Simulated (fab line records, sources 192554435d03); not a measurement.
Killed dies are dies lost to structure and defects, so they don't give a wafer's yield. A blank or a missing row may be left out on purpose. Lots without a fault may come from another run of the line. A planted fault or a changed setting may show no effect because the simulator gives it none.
Split-lot experiment | flow n5_finfet | 7 lots, 39 wafers read, on a route of 1938 steps

THE SPLIT
At N5_FIN_SAQP_HM_DEP_72 (deposits SiO2 from SiH4/N2O, target thk 12 nm, time 7.2 s), the setting target_thk_a was moved away from the recipe's 120 angstrom on 6 of the 39 wafers read, by -43.7% to -27.3%. The other wafers ran this setting at the recipe's value.

FROM THE SPLIT TO THE READING: what the file shows between them, 4 steps
- N5_FIN_SAQP_COAT_49: time 60 s, resist thk 100 nm
- N5_FIN_SAQP_COAT_50: time 60 s, resist thk 35 nm
- N5_FIN_SAQP_ETCH_52: etches SOC in N2/H2, target depth 100 nm, overetch 20 nm, time 150 s
- N5_FIN_SAQP_STRIP_53: strips in N2/H2

THE READING
etch.depth_nm (the simulator's own value, which no gauge read), in nm, at N5_FIN_SAQP_HM_OPEN_73 (chemistry CHF3/O2, target SiO2, stops on a-Si, target depth 12 nm, time 16.8 s). The file gives no usual value for it. The 33 wafers here that ran the recipe average 11.918 nm, standard deviation 0.22 nm.

wafer  | tool, chamber at the split | target_thk_a as run, angstrom | against the recipe | etch.depth_nm, nm | against lot-mates on the recipe
L074.2 | pecvd-02, 1                | 120                           | recipe             | 11.53             | -
L074.4 | pecvd-02, 0                | 120                           | recipe             | 12.01             | -
L074.5 | pecvd-02, 1                | 120                           | recipe             | 11.96             | -
L075.1 | pecvd-02, 0                | 120                           | recipe             | 11.79             | -
L075.2 | pecvd-02, 1                | 120                           | recipe             | 11.76             | -
L075.3 | pecvd-02, 2                | 120                           | recipe             | 11.65             | -
L075.4 | pecvd-02, 2                | 120                           | recipe             | 11.86             | -
L075.5 | pecvd-02, 0                | 120                           | recipe             | 12                | -
L075.6 | pecvd-02, 1                | 120                           | recipe             | 11.88             | -
L077.1 | pecvd-02, 0,1              | 120                           | recipe             | 12.07             | -
L077.5 | pecvd-02, 0,1              | 120                           | recipe             | 12.07             | -
L077.2 | pecvd-02, 1                | 67.55                         | -43.7%             | 6.569             | -5.451
L077.3 | pecvd-02, 2                | 120                           | recipe             | 11.92             | -
L077.4 | pecvd-02, 0                | 67.55                         | -43.7%             | 6.811             | -5.209
L077.6 | pecvd-02, 2                | 67.55                         | -43.7%             | 6.677             | -5.343
L080.1 | pecvd-03, 0                | 120                           | recipe             | 12.06             | -
L080.2 | pecvd-03, 2                | 120                           | recipe             | 11.65             | -
L080.3 | pecvd-03, 0                | 120                           | recipe             | 12.37             | -
L080.4 | pecvd-03, 2                | 120                           | recipe             | 11.96             | -
L080.5 | pecvd-03, 0                | 120                           | recipe             | 12.13             | -
L080.6 | pecvd-03, 2                | 120                           | recipe             | 11.86             | -
L084.1 | pecvd-01, 2                | 120                           | recipe             | 12.1              | -
L084.2 | pecvd-01, 1                | 120                           | recipe             | 11.44             | -
L084.3 | pecvd-01, 0                | 87.19                         | -27.3%             | 8.494             | -3.233
L084.4 | pecvd-01, 0                | 87.19                         | -27.3%             | 8.629             | -3.098
L084.5 | pecvd-01, 1                | 120                           | recipe             | 11.64             | -
L084.6 | pecvd-01, 2                | 87.19                         | -27.3%             | 8.832             | -2.895
L089.1 | pecvd-03, 2                | 120                           | recipe             | 12.07             | -
L089.2 | pecvd-03, 1                | 120                           | recipe             | 12.06             | -
L089.3 | pecvd-03, 0                | 120                           | recipe             | 11.96             | -
L089.4 | pecvd-03, 0                | 120                           | recipe             | 12.19             | -
L089.5 | pecvd-03, 2                | 120                           | recipe             | 12.25             | -
L089.6 | pecvd-03, 1                | 120                           | recipe             | 12.39             | -
L091.1 | pecvd-02, 1                | 120                           | recipe             | 11.76             | -
L091.2 | pecvd-02, 0                | 120                           | recipe             | 11.65             | -
L091.3 | pecvd-02, 2                | 120                           | recipe             | 11.84             | -
L091.4 | pecvd-02, 0                | 120                           | recipe             | 11.72             | -
L091.5 | pecvd-02, 2                | 120                           | recipe             | 11.85             | -
L091.6 | pecvd-02, 1                | 120                           | recipe             | 11.86             | -
Where a row lists several chambers, the file gives one row for several wafers and doesn't say which wafer went through which chamber.

THE FIT
A straight line over all 39 wafers: etch.depth_nm changes by +0.12 nm for each +1% of target_thk_a; r = +0.99; the points scatter about the line by 0.21 nm.
The same after taking each lot's own level away (the mean of its wafers on the recipe; 39 wafers): +0.12 nm for each +1%; r = +0.99; scatter 0.18 nm.
On that fit, the largest move of target_thk_a shifts the reading by 5.2 nm.
The lots' own levels span 11.7267 to 12.1533 nm, that is 1.9 times the standard deviation above.
So the lot-to-lot level changes the slope little: the two slopes agree.
Check: with one of the wafers moved furthest among these (-43.7%) left out of the fit, the line predicts -5.14 nm for it against its lot-mates. It came out at -5.45 nm against them.

THE WHOLE CHAIN: every reading that the file lists as answering this split, in the file's order
step                   | what it does                                                                   | reading                                                                            | change (the file's fit)               | r (the file's)
N5_FIN_SAQP_HM_DEP_72  | deposits SiO2 from SiH4/N2O, target thk 12 nm, time 7.2 s                      | SiO2_of_FIN_SAQP_HM_DEP_72.thk_nm (the simulator's own value, which no gauge read) | +0.119 nm for each +1% of the setting | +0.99
N5_FIN_SAQP_HM_OPEN_73 | chemistry CHF3/O2, target SiO2, stops on a-Si, target depth 12 nm, time 16.8 s | etch.depth_nm (the simulator's own value, which no gauge read)                     | +0.119 nm for each +1% of the setting | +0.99

THE FILE'S OWN FIT
etch.depth_nm changes by +0.119 nm for each +1% of target_thk_a, r = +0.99.
